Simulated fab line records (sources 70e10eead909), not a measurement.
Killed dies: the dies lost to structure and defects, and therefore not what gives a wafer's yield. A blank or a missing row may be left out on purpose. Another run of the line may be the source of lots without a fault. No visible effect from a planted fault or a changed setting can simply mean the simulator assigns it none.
fab line records | flow nand-harc
[record] lots = 6 wafers = 18 last-day = 33
route steps=1302 shown P_BONDPAD@357
lots untouched by any fault: they come from a run of this same line in which no faults occurred
start-h: hours from the record's first day to the start of the lot's first wafer shown | wait-h: time in hours since the lot's previous step | " repeats the value in the row above | L1.1+2: a row that stands for several wafers | - value missing, or start not given | * or withheld: withheld | < > ~ a bound
route shown NAME@n: names a module that has steps shown in the file, with the first one's number in the route | usual: average and standard deviation across the fault-free wafers | same: alike in all rows | chamber/n: place in a boat | sites: per-site readings | _std_site: standard deviation across them | _edge_site: outer sites' mean less inner sites' | radius-mm: for every site, how far away it sits from the centre of the wafer | mask NAME#n: copy n | behind: the last tool/chamber to shape the wafer | hold: why the lot was held/for how many hours/how that ended | device: which transistor (n, p or np) failed to switch | end of line: tests run on the same wafers once the route is complete | for a step that has no rows: nothing shown but its recipe | killed: the dies lost at the first sort to structure and to defects; this is not the yield of the wafer | map: the dies of a wafer, with x for killed, . for not killed, _ for no die there
set.NAME: setting as actually run; set.NAME@STEP: the setting as run at that earlier step | model.NAME: the simulator's own value behind a step, which no gauge read
a table for each step, a row for each wafer; lots at some steps of the route
services: the hour from which a tool's chamber was out of use, counted from the record's first day as start-h (under 0 if before that day), plus the number of hours and why
[[steps]]
[step NHARC_P_BONDPAD_COAT_36]
[recipe] temp-c = 200 time-s = 65
[step NHARC_P_BONDPAD_COAT_03]
[recipe] spin-rpm = 2000 resist-thk-nm = 600
[step NHARC_P_BONDPAD_SOFTBAKE_04]
[recipe] temp-c = 125 time-s = 70
[step NHARC_P_BONDPAD_EBR_05]
[step NHARC_P_BONDPAD_EXPOSE_06]
[recipe] na = 0.55 dose-mj = 37.06 mask-id = P_BPAD
[step NHARC_P_BONDPAD_PEB_07]
[recipe] peb-temp-c = 128 peb-time-s = 80
[step NHARC_P_BONDPAD_DEVELOP_08]
[recipe] time-s = 50 dev-temp-c = 22
[step NHARC_P_BONDPAD_CD_MEAS_09]
[recipe] target-cd-nm = 500 landing-energy-ev = 500
[usual] cd-nm = 499.9/1.6
// columns lot.wafer tool chamber start-h wait-h cd-nm
L499.1 cd-sem-01 0 146.78 - 499.7
L499.5 " 0 " " 499.3
L499.6 " 0 " " 498.1
L500.3 cd-sem-02 0 151.59 - 502.1
L500.4 " 0 " " 500.0
L500.6 " 0 " " 499.5
L505.2 cd-sem-02 0 199.11 - 502.4
L505.4 " 0 " " 498.4
L505.5 " 0 " " 498.3
L512.1 cd-sem-01 0 279.77 - 497.4
L512.2 " 0 " " 497.8
L512.3 " 0 " " 498.1
L518.2 cd-sem-01 0 334.41 - 500.4
L518.4 " 0 " " 501.6
L518.5 " 0 " " 498.8
L519.2 cd-sem-01 0 345.08 - 501.2
L519.3 " 0 " " 501.0
L519.6 " 0 " " 502.3
[step NHARC_P_BONDPAD_OVL_MEAS_38]
[usual] overlay-x-nm = -1/5.3 overlay-y-nm = 0/6.5
// columns lot.wafer tool chamber start-h wait-h overlay-x-nm overlay-y-nm
L499.1 overlay-01 - 146.87 - 3 5
L499.5 " - " " 3 6
L499.6 " - " " 3 6
L500.3 overlay-01 - 151.67 - -4 8
L500.4 " - " " -4 8
L500.6 " - " " -4 9
L505.2 overlay-02 - 199.19 - -2 1
L505.4 " - " " -2 2
L505.5 " - " " -2 2
L512.1 overlay-01 - 279.86 - 0 0
L512.2 " - " " 0 -1
L512.3 " - " " 0 -1
L518.2 overlay-02 - 334.49 - -1 10
L518.4 " - " " -1 9
L518.5 " - " " -2 10
L519.2 overlay-01 - 345.17 - -11 -11
L519.3 " - " " -10 -11
L519.6 " - " " -10 -10
[step NHARC_P_BONDPAD_HARDBAKE_10]
[recipe] temp-c = 118 time-s = 65
[step NHARC_P_BONDPAD_DESCUM_11]
[recipe] time-s = 3 o2-flow-sccm = 200 ar-flow-sccm = 0 bias-power-w = 0 chemistry = O2
[usual] drypump-motor-current-A = 5.7/0.36 oes-product-au = 0.994/0.01 rf-vpp-V = 57.6/0.9 showerhead-plenum-p-Torr = 1.88/0.059 throttle-valve-pct = 11.311/0.0091
[same] time-s = 3
// columns lot.wafer tool chamber start-h wait-h drypump-motor-current-A oes-product-au rf-hours-counter-h rf-vpp-V showerhead-plenum-p-Torr throttle-valve-pct
L499.1 rie-diel-08 3 147.00 - 6.2 0.994 2.0 58.4 1.98 11.319
L499.6 " 2 " " 5.1 0.999 - 58.5 1.93 11.312
L499.5 " 3 " " 6.2 0.991 - 58.3 1.98 11.321
L500.4 rie-diel-12 1 151.79 - 5.8 0.999 3.1 57.1 1.83 11.310
L500.3 " 3 " " 5.4 1.013 2.9 57.8 1.83 11.304
L500.6 " 2 " " 5.6 1.001 - 57.0 1.92 11.300
L505.2 rie-diel-05 0 199.32 - 5.4 0.996 8.0 57.5 1.79 11.312
L505.4 " 1 " " 5.6 1.004 8.1 58.5 1.91 11.326
L505.5 " 1 " " 5.6 0.986 - 57.2 1.91 11.335
L512.2 rie-diel-08 2 279.98 - 5.1 0.999 2.2 57.8 1.93 11.303
L512.3 " 3 " " 6.2 0.993 2.0 59.2 1.98 11.317
L512.1 " 0 " " 6.2 0.997 2.1 57.8 1.95 11.320
L518.2 rie-diel-12 1 334.62 - 5.8 0.985 3.5 59.1 1.83 11.317
L518.4 " 3 " " 5.4 1.002 2.9 55.4 1.83 11.310
L518.5 " 1 " " 5.8 0.986 - 56.1 1.83 11.302
L519.2 rie-diel-12 2 345.30 - 5.6 0.975 2.6 59.1 1.92 11.320
L519.3 " 3 " " 5.4 1.007 3.0 57.8 1.83 11.308
L519.6 " 2 " " 5.7 0.972 - 56.5 1.92 11.320
[step NHARC_P_BONDPAD_ETCH_37]
[recipe] target-depth-a = 600 overetch-a = 180 time-s = 65.91 ion-energy-ev = 200 n2-flow-sccm = 150 h2-flow-sccm = 150 ar-flow-sccm = 0 rf-w = 400 bias-w = 150 chemistry = N2/H2
[usual] drypump-motor-current-A = 5.7/0.37 h2-flow-sccm = 150.0/0.44 oes-product-au = 0.995/0.0099 rf-vpp-V = 429.1/2 showerhead-plenum-p-Torr = 1.99/0.065 throttle-valve-pct = 14.170/0.0094
[same] time-s = 65.91
// columns lot.wafer tool chamber start-h wait-h drypump-motor-current-A h2-flow-sccm oes-product-au rf-hours-counter-h rf-vpp-V showerhead-plenum-p-Torr throttle-valve-pct
L499.1 rie-diel-08 2 147.08 0.1 5.1 150.5 0.988 3.2 430.5 2.06 14.172
L499.5 " 1 " " 6.1 150.5 0.993 - 428.1 1.98 14.162
L499.6 " 2 " " 5.1 150.4 0.993 - 432.1 2.06 14.176
L500.3 rie-diel-12 3 151.88 0.1 5.4 149.9 1.000 2.9 427.7 1.95 14.165
L500.4 " 2 " " 5.7 149.6 0.989 2.8 429.4 2.05 14.160
L500.6 " 0 " " 5.2 149.5 0.998 - 427.7 1.94 14.157
L505.2 rie-diel-05 3 199.40 0.1 6.0 150.6 0.988 9.3 427.6 1.94 14.175
L505.4 " 0 " " 5.3 150.2 0.999 8.0 427.2 1.91 14.163
L505.5 " 3 " " 6.0 150.0 0.996 - 427.7 1.94 14.184
L512.1 rie-diel-08 3 280.07 0.1 6.2 149.5 0.980 2.1 433.1 2.11 14.152
L512.2 " 0 " " 6.3 149.5 0.996 2.1 432.1 2.08 14.167
L512.3 " 1 " " 6.1 149.9 0.986 2.1 428.3 1.97 14.183
L518.4 rie-diel-12 2 334.70 0.1 5.7 150.5 0.972 2.6 429.6 2.05 14.166
L518.2 " 1 " " 5.8 149.5 0.976 3.5 428.4 1.94 14.164
L518.5 " 2 " " 5.7 150.5 0.987 - 430.7 2.05 14.159
L519.3 rie-diel-12 1 345.38 0.1 5.8 150.3 0.979 3.6 428.1 1.94 14.170
L519.2 " 2 " " 5.6 149.5 0.969 2.7 430.7 2.05 14.188
L519.6 " 2 " " 5.6 150.6 0.977 - 429.8 2.05 14.160
[step NHARC_P_BONDPAD_ETCH_12]
[recipe] target-depth-a = 2000 time-s = 100 chf3-flow-sccm = 50 o2-flow-sccm = 10 ar-flow-sccm = 200 rf-w = 500 bias-w = 200 chemistry = CHF3/O2
[usual] drypump-motor-current-A = 5.7/0.36 oes-product-au = 0.932/0.021 rf-vpp-V = 369.5/1.7 showerhead-plenum-p-Torr = 2.36/0.071 throttle-valve-pct = 20.572/0.0089
[same] time-s = 100
// columns lot.wafer tool chamber start-h wait-h drypump-motor-current-A oes-product-au rf-hours-counter-h rf-vpp-V showerhead-plenum-p-Torr throttle-valve-pct
L499.1 rie-diel-08 0 147.17 - 6.3 0.906 3.2 372.3 2.44 20.575
L499.6 " 0 " " 6.3 0.928 - 371.9 2.44 20.575
L499.5 " 1 " " 6.1 0.922 - 368.2 2.33 20.577
L500.4 rie-diel-12 2 151.98 - 5.7 0.925 2.8 370.2 2.41 20.566
L500.3 " 0 " " 5.2 0.918 3.3 367.7 2.29 20.570
L500.6 " 1 " " 5.8 0.930 - 367.9 2.30 20.568
L505.2 rie-diel-05 0 199.49 - 5.4 0.926 8.1 367.1 2.25 20.572
L505.4 " 1 " " 5.6 0.913 8.1 371.4 2.39 20.568
L505.5 " 0 " " 5.4 0.916 - 367.8 2.25 20.571
L512.2 rie-diel-08 3 280.16 - 6.2 0.922 2.1 373.3 2.48 20.573
L512.1 " 0 " " 6.3 0.931 2.2 370.9 2.44 20.586
L512.3 " 1 " " 6.1 0.919 2.1 368.4 2.33 20.571
L518.4 rie-diel-12 3 334.79 - 5.4 0.934 3.0 367.6 2.30 20.571
L518.2 " 1 " " 5.8 0.911 3.5 369.7 2.30 20.586
L518.5 " 0 " " 5.2 0.837 - 367.8 2.28 20.552
L519.3 rie-diel-12 2 345.48 - 5.7 0.815 2.7 370.4 2.41 20.567
L519.2 " 0 " " 5.2 0.918 4.0 367.3 2.28 20.588
L519.6 " 1 " " 5.8 0.909 - 370.0 2.30 20.574
[step NHARC_P_BONDPAD_CD_MEAS_13]
[usual] cd-nm = 499.1/1.8
// columns lot.wafer tool chamber start-h wait-h cd-nm
L499.1 cd-sem-01 - 147.30 - 498.9
L499.5 " - " " 498.4
L499.6 " - " " 498.5
L500.3 cd-sem-01 - 152.11 - 501.4
L500.4 " - " " 498.8
L500.6 " - " " 500.1
L505.2 cd-sem-02 - 199.63 - 500.3
L505.4 " - " " 497.0
L505.5 " - " " 496.8
L512.1 cd-sem-03 - 280.30 - 495.6
L512.2 " - " " 496.6
L512.3 " - " " 497.0
L518.2 cd-sem-02 - 334.93 - 498.8
L518.4 " - " " 501.1
L518.5 " - " " 497.4
L519.2 cd-sem-01 - 345.61 - 501.0
L519.3 " - " " 499.5
L519.6 " - " " 503.1
[[services]]
// columns tool chamber start-h hours kind
rie-diel-12 0 124.95 - clean
rie-diel-12 1 124.95 - clean
rie-diel-12 2 124.95 - clean
rie-diel-12 3 124.95 - clean
rie-diel-12 0 149.45 - clean
rie-diel-12 1 149.45 - clean
rie-diel-12 2 149.45 - clean
rie-diel-12 3 149.45 - clean
rie-diel-12 0 173.95 - clean
rie-diel-12 1 173.95 - clean
rie-diel-12 2 173.95 - clean
rie-diel-12 3 173.95 - clean
rie-diel-05 - 179.05 1.7 repair
rie-diel-08 3 184.47 3.8 repair
rie-diel-12 1 190.19 8.3 repair
rie-diel-08 - 190.80 9.0 pm
rie-diel-12 0 198.45 - clean
rie-diel-12 2 198.45 - clean
rie-diel-08 3 211.20 6.9 repair
rie-diel-12 0 212.10 42.8 repair
rie-diel-05 - 229.63 9.0 pm
rie-diel-12 - 252.16 0.4 repair
rie-diel-12 - 268.45 9.0 pm
rie-diel-12 0 301.09 3.1 repair
[[key]]
[first-sign] step = NHARC_P_BONDPAD_ETCH_12 reading = oes-product-au direction = down sigmas = 4.9 usual = 0.932 struck = 0.826
effect none on later readings
met-at NHARC_P_BONDPAD_ETCH_12
struck-wafers L518.5,L519.3
later-rows-left-out L518.5,L519.3
sort-left-out L518.5,L519.3
onset-between 151.98 334.79
[fault] kind = process-parameter-drift tool = rie-diel-12 chamber = - onset-h = 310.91 steps = NHARC_P_BONDPAD_ETCH_12 channel = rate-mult offset = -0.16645 shape = step end-h = 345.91 scope = struck-wafers-only
// sort-left-out: the simulated sort isn't trusted on such a fault, so these wafers' sort isn't shown, and their yield isn't known
// later-rows-left-out: the simulator's readings of these wafers behind a module that went badly wrong aren't trusted and aren't shown, but for the sort
